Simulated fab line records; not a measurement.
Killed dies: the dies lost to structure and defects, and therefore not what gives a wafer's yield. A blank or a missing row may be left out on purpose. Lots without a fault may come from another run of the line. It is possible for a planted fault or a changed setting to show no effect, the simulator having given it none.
Which tool was responsible? / flow nandHarc / Sampling: 11 lots, 33 wafers, 5 of 1302 route steps

== WHAT THE GAUGES READ, wafer by wafer ==
NHARC_END_SORT_01.
lot=L852; measured=day 25 02:53; on=prober-01; killedAtArray=674 674 670; killedAtOther=0 0 0; killedAtPeriphery=3 3 7; killedDies=677 677 677; killedOpen=5 1 2; killedShort=2 4 2
lot=L851; measured=day 25 11:32; on=prober-01; killedAtArray=674 673 672; killedAtOther=1 0 2; killedAtPeriphery=2 4 3; killedDies=677 677 677; killedOpen=4 6 5; killedShort=4 3 5
lot=L853; measured=day 26 03:07; on=prober-02; killedAtArray=668 668 669; killedAtOther=5 4 3; killedAtPeriphery=4 5 5; killedDies=677 677 677; killedOpen=2 5 2; killedShort=1 2 2

== EACH LOT AND THE TOOL THAT RAN IT (in order: tool; ch and the chambers of the sampled wafers; start) ==
lot=L849; NHARC_A_CONTACT_ETCH_76=rieDiel-09 ch 1,2,3, day 21 16:01 or earlier; NHARC_A_CONTACT_ETCH_128=harCapEtch-03 ch 0,1, day 21 16:01; NHARC_A_CONTACT_ETCH_131=harCapEtch-03 ch 0,1, day 21 16:34; NHARC_A_CONTACT_ETCH_97=rieDiel-02 ch 0,1,2, no start
lot=L852; NHARC_A_CONTACT_ETCH_76=rieDiel-09 ch 0,1,3, day 22 21:32 or earlier; NHARC_A_CONTACT_ETCH_128=harCapEtch-01 ch 0,1, day 22 21:32; NHARC_A_CONTACT_ETCH_131=harCapEtch-01 ch 0,1, day 22 22:04; NHARC_A_CONTACT_ETCH_97=rieDiel-09 ch 0,2,3, day 25 02:53 or earlier
lot=L851; NHARC_A_CONTACT_ETCH_76=rieDiel-09 ch 0,1,3, day 23 02:30 or earlier; NHARC_A_CONTACT_ETCH_128=harCapEtch-03 ch 0,1, day 23 02:30; NHARC_A_CONTACT_ETCH_131=harCapEtch-03 ch 0,1, day 23 03:02; NHARC_A_CONTACT_ETCH_97=rieDiel-09 ch 1,2,3, day 23 04:20
lot=L853; NHARC_A_CONTACT_ETCH_76=rieDiel-09 ch 2,3, day 23 16:10 or earlier; NHARC_A_CONTACT_ETCH_128=harCapEtch-03 ch 0,1, day 23 16:10; NHARC_A_CONTACT_ETCH_131=harCapEtch-03 ch 0,1, day 23 16:42; NHARC_A_CONTACT_ETCH_97=rieDiel-09 ch 0,1,2, day 26 03:07 or earlier
lot=L861; NHARC_A_CONTACT_ETCH_76=rieDiel-02 ch 0,2, day 27 05:23 or earlier; NHARC_A_CONTACT_ETCH_128=harCapEtch-03 ch 0,1, day 27 05:23; NHARC_A_CONTACT_ETCH_131=harCapEtch-03 ch 0,1, day 27 05:55; NHARC_A_CONTACT_ETCH_97=rieDiel-09 ch 0,2,3, no start
lot=L864; NHARC_A_CONTACT_ETCH_76=rieDiel-09 ch 0,1,2, day 28 04:40 or earlier; NHARC_A_CONTACT_ETCH_128=harCapEtch-01 ch 0,1, day 28 04:40; NHARC_A_CONTACT_ETCH_131=harCapEtch-01 ch 0,1, day 28 05:11; NHARC_A_CONTACT_ETCH_97=rieDiel-09 ch 1,2, no start
lot=L865; NHARC_A_CONTACT_ETCH_76=rieDiel-09 ch 0,1,3, day 28 14:12 or earlier; NHARC_A_CONTACT_ETCH_128=harCapEtch-03 ch 0,1, day 28 14:12; NHARC_A_CONTACT_ETCH_131=harCapEtch-03 ch 0,1, day 28 14:44; NHARC_A_CONTACT_ETCH_97=rieDiel-09 ch 0,2,3, no start
lot=L866; NHARC_A_CONTACT_ETCH_76=rieDiel-11 ch 0,2, day 28 12:33; NHARC_A_CONTACT_ETCH_128=harCapEtch-01 ch 0,1, day 28 15:27; NHARC_A_CONTACT_ETCH_131=harCapEtch-01 ch 0,1, day 28 15:59; NHARC_A_CONTACT_ETCH_97=rieDiel-09 ch 0,1,2, no start
lot=L868; NHARC_A_CONTACT_ETCH_76=rieDiel-09 ch 0,2,3, day 30 13:15 or earlier; NHARC_A_CONTACT_ETCH_128=harCapEtch-02 ch 0,1, day 30 13:15; NHARC_A_CONTACT_ETCH_131=harCapEtch-02 ch 0,1, day 30 14:31; NHARC_A_CONTACT_ETCH_97=rieDiel-02 ch 2,3, no start
lot=L871; NHARC_A_CONTACT_ETCH_76=rieDiel-09 ch 0,2,3, day 31 20:47 or earlier; NHARC_A_CONTACT_ETCH_128=harCapEtch-01 ch 0,1, day 31 20:47; NHARC_A_CONTACT_ETCH_131=harCapEtch-01 ch 0,1, day 31 21:19; NHARC_A_CONTACT_ETCH_97=rieDiel-02 ch 0,1,3, no start
lot=L872; NHARC_A_CONTACT_ETCH_76=rieDiel-09 ch 1,2,3, day 32 00:02 or earlier; NHARC_A_CONTACT_ETCH_128=harCapEtch-03 ch 0,1, day 32 00:02; NHARC_A_CONTACT_ETCH_131=harCapEtch-03 ch 0,1, day 32 00:34; NHARC_A_CONTACT_ETCH_97=rieDiel-11 ch 0,2, no start
- NHARC_A_CONTACT_ETCH_76: etches the open film in N2/H2, target depth 260 nm, time 475.3 s.
- NHARC_A_CONTACT_ETCH_128: etches the open film in C4F8/O2/Ar, time 197 s, target depth 1918 nm.
- NHARC_A_CONTACT_ETCH_131: etches the open film in C4F8/O2/Ar, time 197 s, target depth 1918 nm.
- NHARC_A_CONTACT_ETCH_97: etches the open film in C4F6/O2, target depth 20 nm, time 10 s.

== WHAT THE TOOLS THEMSELVES READ (means of the sampled wafers that have a number; where no wafer has one, the mark that the record gives instead) ==
NHARC_A_CONTACT_ETCH_76.
lot=L849; tool=rieDiel-09; biasW (W)=149.7; chamberPressureMTorr (mTorr)=30.004; drypumpMotorCurrentA (A)=5.5; oesProductAu (a.u.)=0.998; rfVppV (V)=431; showerheadPlenumPTorr (Torr)=2.04; throttleValvePct (%)=14.169
lot=L852; tool=rieDiel-09; biasW (W)=149.7; chamberPressureMTorr (mTorr)=29.985; drypumpMotorCurrentA (A)=5.6; oesProductAu (a.u.)=1.009; rfVppV (V)=431; showerheadPlenumPTorr (Torr)=2.04; throttleValvePct (%)=14.168
lot=L851; tool=rieDiel-09; biasW (W)=149.7; chamberPressureMTorr (mTorr)=30.011; drypumpMotorCurrentA (A)=5.6; oesProductAu (a.u.)=1.002; rfVppV (V)=431; showerheadPlenumPTorr (Torr)=2.04; throttleValvePct (%)=14.170
lot=L853; tool=rieDiel-09; biasW (W)=150.3; chamberPressureMTorr (mTorr)=30.009; drypumpMotorCurrentA (A)=5.7; oesProductAu (a.u.)=0.994; rfVppV (V)=432; showerheadPlenumPTorr (Torr)=2.07; throttleValvePct (%)=14.172
lot=L861; tool=rieDiel-02; biasW (W)=150.1; chamberPressureMTorr (mTorr)=30.004; drypumpMotorCurrentA (A)=5.9; oesProductAu (a.u.)=1.019; rfVppV (V)=430; showerheadPlenumPTorr (Torr)=2.01; throttleValvePct (%)=14.168
lot=L864; tool=rieDiel-09; biasW (W)=149.8; chamberPressureMTorr (mTorr)=29.968; drypumpMotorCurrentA (A)=5.3; oesProductAu (a.u.)=1.000; rfVppV (V)=428; showerheadPlenumPTorr (Torr)=1.94; throttleValvePct (%)=14.174
lot=L865; tool=rieDiel-09; biasW (W)=150.0; chamberPressureMTorr (mTorr)=29.998; drypumpMotorCurrentA (A)=5.6; oesProductAu (a.u.)=0.990; rfVppV (V)=431; showerheadPlenumPTorr (Torr)=2.03; throttleValvePct (%)=14.174
lot=L866; tool=rieDiel-11; biasW (W)=149.9; chamberPressureMTorr (mTorr)=30.010; drypumpMotorCurrentA (A)=6.2; oesProductAu (a.u.)=0.999; rfVppV (V)=428; showerheadPlenumPTorr (Torr)=1.98; throttleValvePct (%)=14.174
lot=L868; tool=rieDiel-09; biasW (W)=149.7; chamberPressureMTorr (mTorr)=29.996; drypumpMotorCurrentA (A)=5.5; oesProductAu (a.u.)=1.005; rfVppV (V)=428; showerheadPlenumPTorr (Torr)=1.97; throttleValvePct (%)=14.174
lot=L871; tool=rieDiel-09; biasW (W)=150.2; chamberPressureMTorr (mTorr)=30.020; drypumpMotorCurrentA (A)=5.5; oesProductAu (a.u.)=1.007; rfVppV (V)=428; showerheadPlenumPTorr (Torr)=1.97; throttleValvePct (%)=14.176
lot=L872; tool=rieDiel-09; biasW (W)=149.8; chamberPressureMTorr (mTorr)=29.990; drypumpMotorCurrentA (A)=5.5; oesProductAu (a.u.)=1.011; rfVppV (V)=430; showerheadPlenumPTorr (Torr)=2.03; throttleValvePct (%)=14.173

NHARC_A_CONTACT_ETCH_128.
lot=L849; tool=harCapEtch-03; chamberPressureMTorr (mTorr)=19.982; oesAirLineAu (a.u.)=1.005
lot=L852; tool=harCapEtch-01; chamberPressureMTorr (mTorr)=-; oesAirLineAu (a.u.)=-
lot=L851; tool=harCapEtch-03; chamberPressureMTorr (mTorr)=-; oesAirLineAu (a.u.)=-
lot=L853; tool=harCapEtch-03; chamberPressureMTorr (mTorr)=-; oesAirLineAu (a.u.)=-
lot=L861; tool=harCapEtch-03; chamberPressureMTorr (mTorr)=19.994; oesAirLineAu (a.u.)=0.997
lot=L864; tool=harCapEtch-01; chamberPressureMTorr (mTorr)=20.008; oesAirLineAu (a.u.)=0.985
lot=L865; tool=harCapEtch-03; chamberPressureMTorr (mTorr)=20.001; oesAirLineAu (a.u.)=1.001
lot=L866; tool=harCapEtch-01; chamberPressureMTorr (mTorr)=19.993; oesAirLineAu (a.u.)=1.003
lot=L868; tool=harCapEtch-02; chamberPressureMTorr (mTorr)=20.001; oesAirLineAu (a.u.)=0.981
lot=L871; tool=harCapEtch-01; chamberPressureMTorr (mTorr)=20.005; oesAirLineAu (a.u.)=1.017
lot=L872; tool=harCapEtch-03; chamberPressureMTorr (mTorr)=20.006; oesAirLineAu (a.u.)=1.011

NHARC_A_CONTACT_ETCH_131.
lot=L849; tool=harCapEtch-03; chamberPressureMTorr (mTorr)=19.996; oesAirLineAu (a.u.)=1.008
lot=L852; tool=harCapEtch-01; chamberPressureMTorr (mTorr)=19.988; oesAirLineAu (a.u.)=0.986
lot=L851; tool=harCapEtch-03; chamberPressureMTorr (mTorr)=20.009; oesAirLineAu (a.u.)=0.977
lot=L853; tool=harCapEtch-03; chamberPressureMTorr (mTorr)=20.004; oesAirLineAu (a.u.)=0.995
lot=L861; tool=harCapEtch-03; chamberPressureMTorr (mTorr)=20.005; oesAirLineAu (a.u.)=0.985
lot=L864; tool=harCapEtch-01; chamberPressureMTorr (mTorr)=19.996; oesAirLineAu (a.u.)=1.016
lot=L865; tool=harCapEtch-03; chamberPressureMTorr (mTorr)=19.992; oesAirLineAu (a.u.)=0.986
lot=L866; tool=harCapEtch-01; chamberPressureMTorr (mTorr)=19.987; oesAirLineAu (a.u.)=1.030
lot=L868; tool=harCapEtch-02; chamberPressureMTorr (mTorr)=19.995; oesAirLineAu (a.u.)=1.020
lot=L871; tool=harCapEtch-01; chamberPressureMTorr (mTorr)=20.003; oesAirLineAu (a.u.)=0.974
lot=L872; tool=harCapEtch-03; chamberPressureMTorr (mTorr)=19.999; oesAirLineAu (a.u.)=0.996

NHARC_A_CONTACT_ETCH_97.
lot=L849; tool=rieDiel-02; biasW (W)=499.6; c4f6FlowSccm (sccm)=24.99; chamberPressureMTorr (mTorr)=29.996; drypumpMotorCurrentA (A)=5.9; oesProductAu (a.u.)=0.949; rfVppV (V)=547; showerheadPlenumPTorr (Torr)=3.93; throttleValvePct (%)=26.895
lot=L852; tool=rieDiel-09; biasW (W)=499.9; c4f6FlowSccm (sccm)=24.96; chamberPressureMTorr (mTorr)=30.020; drypumpMotorCurrentA (A)=5.5; oesProductAu (a.u.)=0.942; rfVppV (V)=545; showerheadPlenumPTorr (Torr)=3.82; throttleValvePct (%)=26.909
lot=L851; tool=rieDiel-09; biasW (W)=502.4; c4f6FlowSccm (sccm)=25.01; chamberPressureMTorr (mTorr)=30.004; drypumpMotorCurrentA (A)=5.5; oesProductAu (a.u.)=0.960; rfVppV (V)=547; showerheadPlenumPTorr (Torr)=3.93; throttleValvePct (%)=26.902
lot=L853; tool=rieDiel-09; biasW (W)=500.3; c4f6FlowSccm (sccm)=24.99; chamberPressureMTorr (mTorr)=29.982; drypumpMotorCurrentA (A)=5.3; oesProductAu (a.u.)=0.953; rfVppV (V)=543; showerheadPlenumPTorr (Torr)=3.77; throttleValvePct (%)=26.908
lot=L861; tool=rieDiel-09; biasW (W)=501.6; c4f6FlowSccm (sccm)=24.96; chamberPressureMTorr (mTorr)=29.985; drypumpMotorCurrentA (A)=5.5; oesProductAu (a.u.)=0.935; rfVppV (V)=544; showerheadPlenumPTorr (Torr)=3.81; throttleValvePct (%)=26.905
lot=L864; tool=rieDiel-09; biasW (W)=499.2; c4f6FlowSccm (sccm)=25.08; chamberPressureMTorr (mTorr)=30.002; drypumpMotorCurrentA (A)=5.3; oesProductAu (a.u.)=0.957; rfVppV (V)=546; showerheadPlenumPTorr (Torr)=3.86; throttleValvePct (%)=26.898
lot=L865; tool=rieDiel-09; biasW (W)=500.8; c4f6FlowSccm (sccm)=24.98; chamberPressureMTorr (mTorr)=30.015; drypumpMotorCurrentA (A)=5.5; oesProductAu (a.u.)=0.934; rfVppV (V)=545; showerheadPlenumPTorr (Torr)=3.81; throttleValvePct (%)=26.902
lot=L866; tool=rieDiel-09; biasW (W)=501.2; c4f6FlowSccm (sccm)=25.09; chamberPressureMTorr (mTorr)=30.032; drypumpMotorCurrentA (A)=5.3; oesProductAu (a.u.)=0.961; rfVppV (V)=544; showerheadPlenumPTorr (Torr)=3.76; throttleValvePct (%)=26.900
lot=L868; tool=rieDiel-02; biasW (W)=499.0; c4f6FlowSccm (sccm)=24.96; chamberPressureMTorr (mTorr)=30.008; drypumpMotorCurrentA (A)=5.6; oesProductAu (a.u.)=0.976; rfVppV (V)=545; showerheadPlenumPTorr (Torr)=3.81; throttleValvePct (%)=26.899
lot=L871; tool=rieDiel-02; biasW (W)=499.7; c4f6FlowSccm (sccm)=25.03; chamberPressureMTorr (mTorr)=29.992; drypumpMotorCurrentA (A)=5.5; oesProductAu (a.u.)=0.960; rfVppV (V)=547; showerheadPlenumPTorr (Torr)=3.87; throttleValvePct (%)=26.910
lot=L872; tool=rieDiel-11; biasW (W)=499.6; c4f6FlowSccm (sccm)=25.05; chamberPressureMTorr (mTorr)=29.996; drypumpMotorCurrentA (A)=6.2; oesProductAu (a.u.)=0.939; rfVppV (V)=545; showerheadPlenumPTorr (Torr)=3.79; throttleValvePct (%)=26.899

== THE ANSWER, worked out from the rows above alone ==
Rule: usual is defined by the lots themselves. Put in order of their means at a reading, lots are off if they are a third of the lots or fewer, leave a main group of 4 or more, and stand apart from it by a gap of 3 or more times the standard deviation of the main group's means; of several such gaps the widest counts. The tables above print the reading to a certain number of digits; a main group whose means all agree to those digits is not used. A lot without any number at a reading at which 4 lots or more have one is off too. The other lots that the step has rows for count as sound. First the gauges in route order, then the tools' own readings, where a lot's mean is used as printed above. At the first step where some lot is off, the reading lying furthest off is the one used; lots without a number count as furthest.
Off: L852, L851, L853 (NHARC_A_CONTACT_ETCH_128, chamberPressureMTorr). Without a number there: L852, L851, L853. The main group has a mean of 19.999 mTorr with a standard deviation of 0.0081.
A tool fits if, at that step or a process step before it, it ran every lot that is off, and no sound lot after the first of them. With no start given for some of its lots, NHARC_A_CONTACT_ETCH_76 uses the hours and lot order of NHARC_A_CONTACT_ETCH_128. Not one of the candidates tried fits.

== WHAT THE SIMULATOR HAD PUT IN ==
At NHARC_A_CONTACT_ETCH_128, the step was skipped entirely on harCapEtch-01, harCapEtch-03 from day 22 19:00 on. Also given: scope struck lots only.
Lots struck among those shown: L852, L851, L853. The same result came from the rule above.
